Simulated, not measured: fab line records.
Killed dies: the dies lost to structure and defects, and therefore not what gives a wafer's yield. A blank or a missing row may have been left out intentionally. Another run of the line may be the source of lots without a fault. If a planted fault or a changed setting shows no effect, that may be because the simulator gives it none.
fab line records + flow nand-harc + part 2 of 2: steps 5 to 6 of 6
record:
- lots: 22
- wafers: 66
- last-day: 25
route steps=1159 shown A_CONTACT@855
lots with no fault: from the same line, run without faults
start-h: hours from the record's opening day to when the first of the lot's shown wafers began + wait-h: hours from the lot's prior step to this one + " as in the row above + L1.1+2: a row that stands for several wafers + - value missing, or start not given + * or withheld: withheld + < > ~ a bound
route shown NAME@n: a module of which the file shows steps, and the number in the route of the first + usual: mean/standard deviation of fault-free wafers + same: alike in all rows + chamber/n: place in a boat + sites: the reading at each site + _std_site: the standard deviation of these + _edge_site: outer sites' mean less inner sites' + radius-mm: how far each site lies from the wafer's centre + mask NAME#n: copy n + behind: tool/chamber where the wafer was last shaped + hold: the reason the lot was held/the length of the hold in hours/how it ended + device: which transistor (n, p or np) failed to switch + end of line: tests of these same wafers at the route's end + a step without rows: its recipe alone + killed: the dies lost at the first sort to structure and to defects; this is not the yield of the wafer + map: shows each die of a wafer: x if killed, . if not, _ if none is there
set.NAME: the setting the step ran with; set.NAME@STEP: the setting that earlier step ran with + model.NAME: the simulator's own value behind a step, which no gauge read
a sample of lots followed through the steps of the route, with each step as a table and each wafer as a row
services: from which hour (start-h, from the record's first day; less than 0 if before it) a tool's chamber was out of use, for how many hours, and why
== steps ==
step: NHARC_A_CONTACT_ETCH_137
recipe:
- source-w: withheld
- pressure-mtorr: 20
- bias-v: 3000
- time-s: 132
- target-depth-a: 12870
- ar-flow-sccm: withheld
- c4f8-flow-sccm: withheld
- o2-flow-sccm: withheld
- chemistry: C4F8/O2/Ar
| lot.wafer | tool            | chamber | start-h | wait-h | rf-hours-counter-h |
|-----------|-----------------|---------|---------|--------|--------------------|
| L075.2    | har-cap-etch-02 | 1       | 385.36  | 0.1    | 13                 |
| L075.3    | "               | 1       | "       | "      | -                  |
| L075.6    | "               | 0       | "       | "      | -                  |
| L074.1    | har-cap-etch-01 | 1       | 386.27  | 0.1    | 51                 |
| L074.3    | "               | 0       | "       | "      | -                  |
| L074.6    | "               | 0       | "       | "      | -                  |
| L076.1    | har-cap-etch-03 | 0       | 387.69  | 0.1    | 93                 |
| L076.4    | "               | 1       | "       | "      | -                  |
| L076.5    | "               | 0       | "       | "      | -                  |
| L077.1    | har-cap-etch-02 | 1       | 388.22  | 0.1    | 13                 |
| L077.5    | "               | 0       | "       | "      | -                  |
| L077.6    | "               | 1       | "       | "      | -                  |
| L079.1    | har-cap-etch-03 | 0       | 403.71  | 0.1    | 95                 |
| L079.4    | "               | 1       | "       | "      | -                  |
| L079.6    | "               | 1       | "       | "      | -                  |
| L078.1    | har-cap-etch-02 | 0       | 404.74  | 0.1    | 15                 |
| L078.4    | "               | 1       | "       | "      | -                  |
| L078.6    | "               | 1       | "       | "      | -                  |
| L081.1    | har-cap-etch-02 | 1       | 430.23  | 0.1    | 17                 |
| L081.3    | "               | 1       | "       | "      | -                  |
| L081.4    | "               | 0       | "       | "      | -                  |
| L085.4    | har-cap-etch-03 | 1       | 445.41  | 0.1    | -                  |
| L085.3    | "               | 0       | "       | "      | -                  |
| L085.5    | "               | 1       | "       | "      | -                  |
| L084.3    | har-cap-etch-02 | 0       | 452.22  | 0.1    | -                  |
| L084.6    | "               | 0       | "       | "      | -                  |
| L084.5    | "               | 1       | "       | "      | -                  |
| L082.2    | har-cap-etch-03 | 1       | 452.31  | 0.1    | 101                |
| L082.1    | "               | 0       | "       | "      | 101                |
| L082.4    | "               | 1       | "       | "      | -                  |
| L083.1    | har-cap-etch-03 | 0       | 459.36  | 0.1    | 103                |
| L083.3    | "               | 0       | "       | "      | -                  |
| L083.6    | "               | 0       | "       | "      | -                  |
| L087.1    | har-cap-etch-03 | 0       | 462.46  | 0.1    | 104                |
| L087.2    | "               | 1       | "       | "      | 104                |
| L087.6    | "               | 1       | "       | "      | -                  |
| L086.1    | har-cap-etch-01 | 0       | 467.23  | 0.1    | 65                 |
| L086.4    | "               | 0       | "       | "      | -                  |
| L086.6    | "               | 1       | "       | "      | -                  |
| L089.2    | har-cap-etch-01 | 1       | 469.88  | 0.1    | 66                 |
| L089.1    | "               | 0       | "       | "      | 66                 |
| L089.5    | "               | 0       | "       | "      | -                  |
| L090.2    | har-cap-etch-01 | 0       | 480.19  | 0.1    | 68                 |
| L090.1    | "               | 1       | "       | "      | 68                 |
| L090.4    | "               | 1       | "       | "      | -                  |
| L092.1    | har-cap-etch-02 | 1       | 482.44  | 0.1    | 30                 |
| L092.5    | "               | 0       | "       | "      | -                  |
| L092.6    | "               | 1       | "       | "      | -                  |
| L091.1    | har-cap-etch-01 | 0       | 484.09  | 0.1    | 69                 |
| L091.4    | "               | 0       | "       | "      | -                  |
| L091.3    | "               | 1       | "       | "      | -                  |
| L094.4    | har-cap-etch-03 | 0       | 493.44  | 0.1    | -                  |
| L094.3    | "               | 1       | "       | "      | -                  |
| L094.6    | "               | 0       | "       | "      | -                  |
| L093.2    | har-cap-etch-01 | 0       | 499.03  | 0.1    | 71                 |
| L093.1    | "               | 1       | "       | "      | 71                 |
| L093.3    | "               | 0       | "       | "      | -                  |
| L096.2    | har-cap-etch-02 | 1       | 515.83  | 0.1    | 34                 |
| L096.4    | "               | 1       | "       | "      | -                  |
| L096.5    | "               | 0       | "       | "      | -                  |
| L095.2    | har-cap-etch-01 | 1       | 517.48  | 0.1    | 74                 |
| L095.1    | "               | 0       | "       | "      | 74                 |
| L095.6    | "               | 1       | "       | "      | -                  |
| L097.1    | har-cap-etch-03 | 1       | 529.70  | 0.1    | 117                |
| L097.3    | "               | 1       | "       | "      | -                  |
| L097.6    | "               | 1       | "       | "      | -                  |
step: NHARC_A_CONTACT_ETCH_92
recipe:
- target-depth-a: 400
- over-etch-frac: 0.5
- time-s: 85.7
- ion-energy-ev: 120
- ch3f-flow-sccm: 50
- o2-flow-sccm: 30
- ar-flow-sccm: 200
- rf-w: 500
- bias-w: 100
- chemistry: CH3F/O2
usual:
- drypump-motor-current-A: 5.8/0.44
- mfc-ar-sccm: 200.0/0.58
- oes-product-au: 0.95/0.037
- rf-fwd-power-W: 497.2/1.5
- rf-vpp-V: 244.7/1.8
- showerhead-plenum-p-Torr: 2.48/0.11
- throttle-valve-pct: 20.663/0.0092
| lot.wafer | tool        | chamber | start-h | wait-h | drypump-motor-current-A | mfc-ar-sccm | oes-product-au | rf-fwd-power-W | rf-hours-counter-h | rf-vpp-V | showerhead-plenum-p-Torr | throttle-valve-pct |
|-----------|-------------|---------|---------|--------|-------------------------|-------------|----------------|----------------|--------------------|----------|--------------------------|--------------------|
| L075.3    | rie-diel-04 | 0       | 386.17  | 0.3    | 5.8                     | 199.6       | 1.02           | 498.1          | 17                 | 243.5    | 2.50                     | 20.668             |
| L075.2    | "           | 2       | "       | "      | 5.8                     | 200.2       | 1.00           | 494.9          | 18                 | 244.0    | 2.42                     | 20.664             |
| L075.6    | "           | 0       | "       | "      | 5.9                     | 200.1       | 1.01           | 496.4          | -                  | 245.4    | 2.50                     | 20.679             |
| L074.3    | rie-diel-13 | 0       | 387.06  | 0.4    | 5.6                     | 199.6       | 0.94           | 498.6          | 39                 | 244.2    | 2.48                     | 20.663             |
| L074.1    | "           | 3       | "       | "      | 5.4                     | 200.0       | 0.92           | 498.2          | 43                 | 241.9    | 2.27                     | 20.676             |
| L074.6    | "           | 0       | "       | "      | 5.6                     | 199.2       | 0.93           | 501.2          | -                  | 245.1    | 2.48                     | 20.661             |
| L076.1    | rie-diel-06 | 3       | 388.32  | 0.3    | 6.3                     | 199.3       | 0.93           | 495.3          | 43                 | 240.9    | 2.27                     | 20.665             |
| L076.4    | "           | 0       | "       | "      | 5.9                     | 200.5       | 0.92           | 497.1          | 54                 | 245.1    | 2.50                     | 20.671             |
| L076.5    | "           | 0       | "       | "      | 5.9                     | 199.2       | 0.92           | 497.1          | -                  | 245.4    | 2.50                     | 20.674             |
| L077.1    | rie-diel-06 | 2       | 389.04  | 0.4    | 6.4                     | 200.1       | 0.91           | 498.1          | 53                 | 244.8    | 2.49                     | 20.657             |
| L077.6    | "           | 3       | "       | "      | 6.3                     | 199.9       | 0.92           | 501.3          | -                  | 241.8    | 2.27                     | 20.670             |
| L077.5    | "           | 0       | "       | "      | 5.9                     | 200.9       | 0.91           | 497.7          | -                  | 244.6    | 2.50                     | 20.668             |
| L079.1    | rie-diel-04 | 1       | 404.33  | 0.3    | 5.5                     | 199.5       | 0.93           | 497.1          | 21                 | 247.3    | 2.61                     | 20.667             |
| L079.4    | "           | 3       | "       | "      | 5.1                     | 199.0       | 0.92           | 497.9          | 21                 | 242.5    | 2.34                     | 20.700             |
| L079.6    | "           | 1       | "       | "      | 5.5                     | 199.4       | 0.93           | 496.0          | -                  | 247.1    | 2.61                     | 20.678             |
| L078.1    | rie-diel-13 | 2       | 405.37  | 0.3    | 6.5                     | 200.6       | 0.99           | 497.0          | 50                 | 245.8    | 2.64                     | 20.669             |
| L078.4    | "           | 0       | "       | "      | 5.7                     | 199.4       | 1.01           | 495.4          | 48                 | 244.1    | 2.48                     | 20.657             |
| L078.6    | "           | 3       | "       | "      | 5.4                     | 199.7       | 0.99           | 498.7          | -                  | 242.1    | 2.27                     | 20.661             |
| L081.1    | rie-diel-04 | 2       | 430.87  | 0.4    | 5.9                     | 200.1       | 0.92           | 497.6          | 25                 | 242.7    | 2.42                     | 20.672             |
| L081.4    | "           | 0       | "       | "      | 5.9                     | 200.2       | 0.93           | 496.8          | 25                 | 245.3    | 2.50                     | 20.671             |
| L081.3    | "           | 1       | "       | "      | 5.4                     | 200.3       | 0.92           | 498.1          | 25                 | 246.3    | 2.61                     | 20.666             |
| L085.4    | rie-diel-04 | 2       | 446.16  | 0.3    | 5.8                     | 199.8       | 0.92           | 498.0          | 28                 | 243.5    | 2.42                     | 20.665             |
| L085.3    | "           | 1       | "       | "      | 5.5                     | 199.5       | 0.92           | 495.0          | 27                 | 247.0    | 2.61                     | 20.666             |
| L085.5    | "           | 2       | "       | "      | 5.8                     | 199.6       | 0.92           | 495.5          | -                  | 245.9    | 2.42                     | 20.650             |
| L084.3    | rie-diel-04 | 3       | 452.92  | 0.4    | 5.1                     | 200.0       | 0.93           | 496.1          | 29                 | 242.2    | 2.33                     | 20.656             |
| L084.5    | "           | 0       | "       | "      | 5.8                     | 200.6       | 0.93           | 496.5          | -                  | 245.8    | 2.50                     | 20.667             |
| L084.6    | "           | 1       | "       | "      | 5.5                     | 200.0       | 0.93           | 496.2          | -                  | 246.5    | 2.61                     | 20.671             |
| L082.2    | rie-diel-04 | 2       | 453.30  | 0.5    | 5.8                     | 200.1       | 0.92           | 495.3          | 29                 | 244.0    | 2.42                     | 20.659             |
| L082.4    | "           | 3       | "       | "      | 5.1                     | 201.3       | 0.92           | 497.3          | 29                 | 242.3    | 2.33                     | 20.647             |
| L082.1    | "           | 0       | "       | "      | 5.9                     | 199.9       | 0.94           | 496.8          | 28                 | 244.7    | 2.50                     | 20.663             |
| L083.1    | rie-diel-04 | 2       | 460.14  | 0.4    | 5.8                     | 199.8       | 0.92           | 497.5          | 31                 | 244.8    | 2.42                     | 20.668             |
| L083.3    | "           | 3       | "       | "      | 5.1                     | 199.7       | 0.93           | 498.3          | 31                 | 242.6    | 2.33                     | 20.671             |
| L083.6    | "           | 2       | "       | "      | 5.8                     | 200.0       | 0.92           | 497.5          | -                  | 244.7    | 2.42                     | 20.671             |
| L087.2    | rie-diel-04 | 1       | 463.26  | 0.4    | 5.5                     | 199.4       | 0.92           | 495.6          | 32                 | 246.0    | 2.61                     | 20.671             |
| L087.1    | "           | 2       | "       | "      | 5.8                     | 200.3       | 0.91           | 497.0          | 32                 | 242.5    | 2.42                     | 20.661             |
| L087.6    | "           | 1       | "       | "      | 5.4                     | 198.8       | 0.92           | 497.8          | -                  | 244.4    | 2.61                     | 20.674             |
| L086.1    | rie-diel-06 | 2       | 467.89  | 0.4    | 6.4                     | 199.6       | 1.00           | 496.4          | 16                 | 244.1    | 2.48                     | 20.656             |
| L086.4    | "           | 3       | "       | "      | 6.3                     | 199.6       | 1.01           | 499.5          | 18                 | 246.4    | 2.65                     | 20.662             |
| L086.6    | "           | 3       | "       | "      | 6.2                     | 200.5       | 1.00           | 500.5          | -                  | 248.0    | 2.65                     | 20.655             |
| L089.1    | rie-diel-13 | 1       | 470.58  | 0.4    | 5.3                     | 199.1       | 1.00           | 498.9          | 3                  | 243.3    | 2.31                     | 20.665             |
| L089.2    | "           | 0       | "       | "      | 5.7                     | 201.2       | 1.01           | 495.5          | 3                  | 246.2    | 2.47                     | 20.672             |
| L089.5    | "           | 2       | "       | "      | 6.5                     | 200.2       | 1.00           | 495.6          | -                  | 247.2    | 2.63                     | 20.652             |
| L090.1    | rie-diel-04 | 2       | 480.85  | 0.3    | 5.8                     | 199.1       | 1.00           | 496.8          | 1                  | 244.1    | 2.42                     | 20.667             |
| L090.2    | "           | 3       | "       | "      | 5.1                     | 200.0       | 1.00           | 496.7          | 1                  | 242.5    | 2.33                     | 20.670             |
| L090.4    | "           | 0       | "       | "      | 5.8                     | 200.2       | 1.00           | 498.8          | 1                  | 245.5    | 2.50                     | 20.678             |
| L092.1    | rie-diel-04 | 1       | 483.07  | 0.3    | 5.5                     | 200.6       | 0.95           | 497.6          | 1                  | 247.3    | 2.60                     | 20.651             |
| L092.6    | "           | 1       | "       | "      | 5.4                     | 201.2       | 0.94           | 497.4          | -                  | 246.1    | 2.61                     | 20.662             |
| L092.5    | "           | 2       | "       | "      | 5.8                     | 200.0       | 0.93           | 495.3          | -                  | 243.9    | 2.42                     | 20.668             |
| L091.1    | rie-diel-04 | 3       | 484.75  | 0.4    | 5.1                     | 199.9       | 1.00           | 497.3          | 2                  | 244.4    | 2.33                     | 20.664             |
| L091.4    | "           | 0       | "       | "      | 5.9                     | 200.1       | 0.99           | 495.4          | 1                  | 245.4    | 2.50                     | 20.666             |
| L091.3    | "           | 1       | "       | "      | 5.5                     | 199.9       | 1.01           | 493.9          | 1                  | 245.8    | 2.61                     | 20.645             |
| L094.3    | rie-diel-04 | 1       | 494.05  | 0.3    | 5.5                     | 199.2       | 0.93           | 495.6          | 3                  | 246.2    | 2.60                     | 20.680             |
| L094.4    | "           | 0       | "       | "      | 5.9                     | 199.1       | 0.92           | 498.4          | 3                  | 244.0    | 2.50                     | 20.652             |
| L094.6    | "           | 1       | "       | "      | 5.5                     | 199.2       | 0.94           | 496.4          | -                  | 246.6    | 2.60                     | 20.669             |
| L093.1    | rie-diel-13 | 3       | 499.68  | 0.3    | 5.4                     | 200.5       | 0.92           | 497.4          | 15                 | 247.3    | 2.65                     | 20.660             |
| L093.2    | "           | 1       | "       | "      | 5.3                     | 200.6       | 0.92           | 496.5          | 16                 | 242.0    | 2.30                     | 20.674             |
| L093.3    | "           | 2       | "       | "      | 6.6                     | 199.9       | 0.93           | 495.6          | 16                 | 247.3    | 2.63                     | 20.673             |
| L096.4    | rie-diel-06 | 0       | 516.48  | 0.3    | 5.9                     | 200.6       | 1.02           | 499.4          | 37                 | 243.6    | 2.48                     | 20.665             |
| L096.2    | "           | 1       | "       | "      | 6.5                     | 200.0       | 1.02           | 497.3          | 35                 | 245.5    | 2.54                     | 20.677             |
| L096.5    | "           | 3       | "       | "      | 6.3                     | 199.9       | 0.99           | 497.1          | -                  | 245.8    | 2.65                     | 20.669             |
| L095.2    | rie-diel-04 | 3       | 518.15  | 0.4    | 5.1                     | 200.4       | 0.92           | 497.0          | 7                  | 242.1    | 2.33                     | 20.666             |
| L095.1    | "           | 0       | "       | "      | 5.8                     | 199.6       | 0.93           | 499.0          | 6                  | 245.0    | 2.50                     | 20.658             |
| L095.6    | "           | 2       | "       | "      | 5.8                     | 199.8       | 0.91           | 495.6          | -                  | 244.9    | 2.41                     | 20.663             |
| L097.1    | rie-diel-13 | 1       | 530.34  | 0.3    | 5.3                     | 200.5       | 0.92           | 498.2          | 28                 | 242.8    | 2.30                     | 20.660             |
| L097.3    | "           | 3       | "       | "      | 5.4                     | 200.5       | 0.92           | 496.8          | 28                 | 246.6    | 2.65                     | 20.656             |
| L097.6    | "           | 1       | "       | "      | 5.3                     | 201.3       | 0.93           | 499.2          | -                  | 241.4    | 2.30                     | 20.675             |
== services ==
| tool        | chamber | start-h | hours | kind   |
|-------------|---------|---------|-------|--------|
| rie-diel-04 | 0       | 347.04  | -     | clean  |
| rie-diel-04 | 1       | 347.04  | -     | clean  |
| rie-diel-04 | 2       | 347.04  | -     | clean  |
| rie-diel-04 | 3       | 347.04  | -     | clean  |
| rie-diel-06 | 3       | 359.28  | 27.0  | repair |
| rie-diel-04 | 0       | 371.54  | -     | clean  |
| rie-diel-04 | 1       | 371.54  | -     | clean  |
| rie-diel-04 | 2       | 371.54  | -     | clean  |
| rie-diel-04 | 3       | 371.54  | -     | clean  |
| rie-diel-04 | 0       | 396.08  | -     | clean  |
| rie-diel-04 | 1       | 396.08  | -     | clean  |
| rie-diel-04 | 2       | 396.08  | -     | clean  |
| rie-diel-04 | 3       | 396.08  | -     | clean  |
| rie-diel-04 | 3       | 397.47  | 2.3   | repair |
| rie-diel-06 | -       | 418.27  | 9.0   | pm     |
| rie-diel-04 | 0       | 420.66  | -     | clean  |
| rie-diel-04 | 1       | 420.66  | -     | clean  |
| rie-diel-04 | 2       | 420.66  | -     | clean  |
| rie-diel-04 | 3       | 420.66  | -     | clean  |
| rie-diel-04 | 0       | 445.16  | -     | clean  |
| rie-diel-04 | 1       | 445.16  | -     | clean  |
| rie-diel-13 | 2       | 445.58  | 10.8  | repair |
| rie-diel-13 | -       | 453.25  | 9.0   | pm     |
| rie-diel-04 | -       | 466.30  | 9.0   | pm     |
